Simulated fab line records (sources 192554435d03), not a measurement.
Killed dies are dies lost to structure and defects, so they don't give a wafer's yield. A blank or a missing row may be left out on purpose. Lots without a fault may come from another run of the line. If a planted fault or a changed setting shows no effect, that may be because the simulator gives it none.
Problem report, 8D (eight disciplines) form, completed by code / flow n5-finfet / the parts of the form that need people (team, actions taken, sign-off) are left out

## 1. THE PROBLEM
Wafers without a fault read 64.7 s with a standard deviation of 1, while etch-rf-on-time-s at N5_BEOL_M11_ETCH_61 averages 45.3 s across 2 wafers of 1 lot. That puts it -19 standard deviations away from the usual mean.
The step: etches SiARC in CF4, target depth 39 nm, time 65 s.
The first sign was on wafer L542.3 at day 13 05:31, on rie-diel-03. At this step, 30 wafers from 10 lots have a number in the record. Rule for "out", or "out of limits": more than 4 standard deviations from the usual mean. All remaining wafers that have a number are taken as sound.

## 2. WHAT IT IS AND WHAT IT IS NOT
question=which readings at this step | is=etch-rf-on-time-s | is not=oes-product-au, rf-vpp-V, showerhead-plenum-p-Torr, throttle-valve-pct
question=which lots | is=L542 | is not=L531, L533, L537, L547, L548, L550, L552, L553, L554
question=which wafers of those lots | is=L542.3, L542.5 | is not=L542.6
question=read on which tools | is=rie-diel-03 | is not=rie-diel-01, rie-diel-02
question=when | is=from day 13 05:31 | is not=up to then (10 sound wafers); but 18 sound wafers of L547, L548, L550, L552, L553, L554 came after

## 3. SUSPECTS, AND WHAT RULES EACH OUT
Counting: any tool at a process step up to the reading remains a suspect provided it ran every lot that is out. Sound lots after the first of them don't rule it out here, since some wafers of a struck lot are sound.
- rtp-anneal-01 at N5_BEOL_M10_ANNEAL_51 (time 90 s): kept. The lot that is out, L542, ran on it at day 13 01:02; the last sound lot it ran before that was L533, at day 11 00:09.
- cmp-04 at N5_BEOL_M10_CMP_52 (polishes, stops on SiCOH lowk, t overpolish 7 s, target thk 140 nm): kept. The lot that is out, L542, ran on it at day 13 01:20; the last sound lot it ran before that was L531, at day 10 07:50.
- rie-diel-03 at N5_BEOL_M11_DESCUM_16 (chemistry O2, time 7.9 s): kept. The lot that is out, L542, ran on it at day 13 05:29; the last sound lot it ran before that was L537, at day 12 00:04.
- rie-diel-03 at N5_BEOL_M11_ETCH_61 (etches SiARC in CF4, target depth 39 nm, time 65 s): kept. The lot that is out, L542, ran on it at day 13 05:31; the last sound lot it ran before that was L537, at day 12 00:05. On those wafers its own readings are out: etch-rf-on-time-s.
- Within cmp-04 at N5_BEOL_M10_CMP_52: the wafers that are out ran in chambers 1, 3; their sound lot-mates ran in chamber 2.
- Within rie-diel-03 at N5_BEOL_M11_DESCUM_16: the wafers that are out ran in chamber 1; their sound lot-mates ran in chamber 2.
- Within rie-diel-03 at N5_BEOL_M11_ETCH_61: the wafers that are out ran in chamber 1; their sound lot-mates ran in chamber 2.
Left after counting: rtp-anneal-01 at N5_BEOL_M10_ANNEAL_51, cmp-04 at N5_BEOL_M10_CMP_52, rie-diel-03 at N5_BEOL_M11_DESCUM_16, rie-diel-03 at N5_BEOL_M11_ETCH_61.

## 4. THE CAUSE (what the simulator had put in)
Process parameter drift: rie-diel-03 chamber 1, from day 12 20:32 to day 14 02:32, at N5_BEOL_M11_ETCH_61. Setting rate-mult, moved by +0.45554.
Counting leaves 4 suspects; this tool is one of them.

## 5. SEQUENCE OF EFFECTS, ordered by route
Each row: a reading whose mean over the struck wafers that have a number lies more than 3 standard deviations from the usual. Scope: only readings with a usual standard deviation given in the record; hours: median across lots of the time from each lot's start at the first step in this table that gives one to its start at this step; sigmas: change in usual standard deviations.
hours=0; step=N5_BEOL_M11_ETCH_61; reading=etch-rf-on-time-s; usual=64.7 s; on struck wafers=45.3; change=-19.4; sigmas=-19
Process steps it contains:
- N5_BEOL_M11_ETCH_61: etches SiARC in CF4, target depth 39 nm, time 65 s.

## 6. HOW IT WOULD HAVE BEEN CAUGHT EARLIER
The fault began at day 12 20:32; the first out-of-limits reading in this record came at day 13 05:31, 9 hours later.
